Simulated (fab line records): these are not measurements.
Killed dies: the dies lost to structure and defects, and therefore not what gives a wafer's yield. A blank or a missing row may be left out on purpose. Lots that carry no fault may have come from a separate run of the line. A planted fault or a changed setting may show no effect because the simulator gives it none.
Chamber matching ; flow n5_finfet ; rie_diel-05 running N5_BEOL_M8_STRIP_67: 4 sister chambers
The step strips in CF4. 8 wafers are shown with their chamber, then 8 later ones without.

EACH WAFER AND ITS CHAMBER
wafer;chamber;showerhead_plenum_p_Torr (Torr);drypump_motor_current_A (A)
L077.3;0;1.83;5.1
L079.6;1;1.87;6.1
L085.5;3;1.76;5.6
L085.6;2;1.65;5.5
L087.1;3;1.76;5.5
L087.2;2;1.65;5.5
L087.3;1;1.87;6.1
L092.2;0;1.82;5.1

WAFERS WHOSE CHAMBER IS MISSING
wafer;showerhead_plenum_p_Torr (Torr);drypump_motor_current_A (A)
L092.4;1.64;5.4
L092.6;1.64;5.4
L095.3;1.82;5.1
L095.5;1.86;6.1
L095.6;1.64;5.5
L097.2;1.75;5.6
L097.4;1.64;5.5
L097.5;1.64;5.5

WHICH CHAMBER EACH WENT THROUGH
wafer;from the rows above;in truth
L092.4;2;2
L092.6;2;2
L095.3;0;0
L095.5;1;1
L095.6;2;2
L097.2;3;3
L097.4;2;2
L097.5;2;2
8 of 8 placed correctly. From these rows, 0 cannot be placed. Number placed wrongly: 0.
How it was worked out, from the rows above alone: a wafer's distance from a chamber is the root of the sum, over the readings, of the square of ((its reading less the chamber's mean) divided by the reading's scatter). If the next closest chamber is less than 2 further off than the closest, the wafer can't be placed; otherwise it belongs to the closest. A chamber's mean is the mean of its shown wafers. The scatter: the root of (the sum of the squares of (reading less its chamber's mean) over the shown wafers, divided by (wafers less chambers)).
